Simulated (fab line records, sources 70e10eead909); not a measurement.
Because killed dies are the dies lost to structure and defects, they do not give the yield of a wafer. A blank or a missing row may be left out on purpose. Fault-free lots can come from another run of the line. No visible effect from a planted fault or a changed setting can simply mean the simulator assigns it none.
Problem report in the 8D (eight disciplines) form, filled by code    flow nand harc    the parts of the form that need people (team, actions taken, sign-off) are left out

== 1. WHAT WENT WRONG ==
cd nm at NHARC_P_M1_CD_MEAS_09 reads a mean of 119.8 nm on 12 wafers of 4 lots; wafers without a fault read 130.2 nm with a standard deviation of 0.59. That puts it -18 standard deviations away from the usual mean.
The step: target cd 130 nm.
First observed at day 8 09:01: wafer L638.2, on cd sem-02. Wafers with a number at this step in the record: 30, from 10 lots. Rule for "out", or "out of limits": more than 4 standard deviations from the usual mean. The rest of the wafers with a number are treated as sound.

== 2. WHAT IT IS, WHAT IT ISN'T ==
question                     is                               is not
which readings at this step  cd nm                            -
which lots                   L638, L640, L641, L642           L630, L632, L635, L639, L646, L653
which wafers of those lots   all that have a number           -
read on which gauges         cd sem-01, cd sem-02, cd sem-03  -
when                         from day 8 09:01                 up to then (12 sound wafers); but 6 sound wafers of L646, L653 came after

== 3. WHAT RULES OUT EACH SUSPECT ==
Counting: a tool at any process step up to the reading remains a suspect when it ran all the lots that are out and ran no sound lot after the first of those.
- the gauge at NHARC_P_M1_CD_MEAS_09 is ruled out. 3 gauges (cd sem-01, cd sem-02, cd sem-03) read the wafers that are out.
- arfi scanner-03 at NHARC_P_M1_EXPOSE_06 (exposes mask P M1, target cd 130 nm): kept. It ran every lot that is out, first L638 (day 8 08:52), and no sound lot after that; its last sound lot up to then is L635 (day 7 04:02). Out on those wafers are its own readings of exposure dose mJ cm2.
The count leaves arfi scanner-03 at NHARC_P_M1_EXPOSE_06.

== 4. THE CAUSE (what the simulator had put in) ==
Process parameters drifting: arfi scanner-03 at NHARC_P_M1_EXPOSE_06, beginning at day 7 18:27. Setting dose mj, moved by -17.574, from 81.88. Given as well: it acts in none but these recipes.
Counting left only this tool.

== 5. THE EFFECT CHAIN, in route order ==
Rows list readings where the struck wafers' mean (over those with a number) sits beyond 3 standard deviations from the usual. Only readings whose record carries a usual standard deviation are examined. hours: median over the lots of the time between each lot's start at the first step of this table that gives one and its start at this step. sigmas: the change, counted in usual standard deviations.
hours  step                   reading               usual     on struck wafers  change  sigmas
0      NHARC_P_M1_EXPOSE_06   exposure dose mJ cm2  81.89     68.80             -13.09  -99 or more
0      NHARC_P_M1_CD_MEAS_09  cd nm                 130.2 nm  119.8             -10.4   -18
Here are the process steps it includes:
- NHARC_P_M1_EXPOSE_06: exposes mask P M1, target cd 130 nm.
Later steps that measure or inspect, where all struck wafers having a row at the step show a number for every such reading and not one has moved that far: NHARC_END_SORT_01.

== 6. HOW IT WOULD HAVE BEEN CAUGHT EARLIER ==
Counted from the fault's start at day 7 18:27, it took 15 hours until the first out-of-limits reading at a measuring or inspecting step in this record, taken at day 8 09:01.
Tool's own readings at NHARC_P_M1_EXPOSE_06, exposure dose mJ cm2: out on all struck wafers the step has rows for; an alarm limit on them would have tripped on the first.
Of the lots that are out (4), L641, L640, L642 began NHARC_P_M1_EXPOSE_06 on arfi scanner-03 after day 8 09:01. A hold on the tool at that time would have spared those 3.
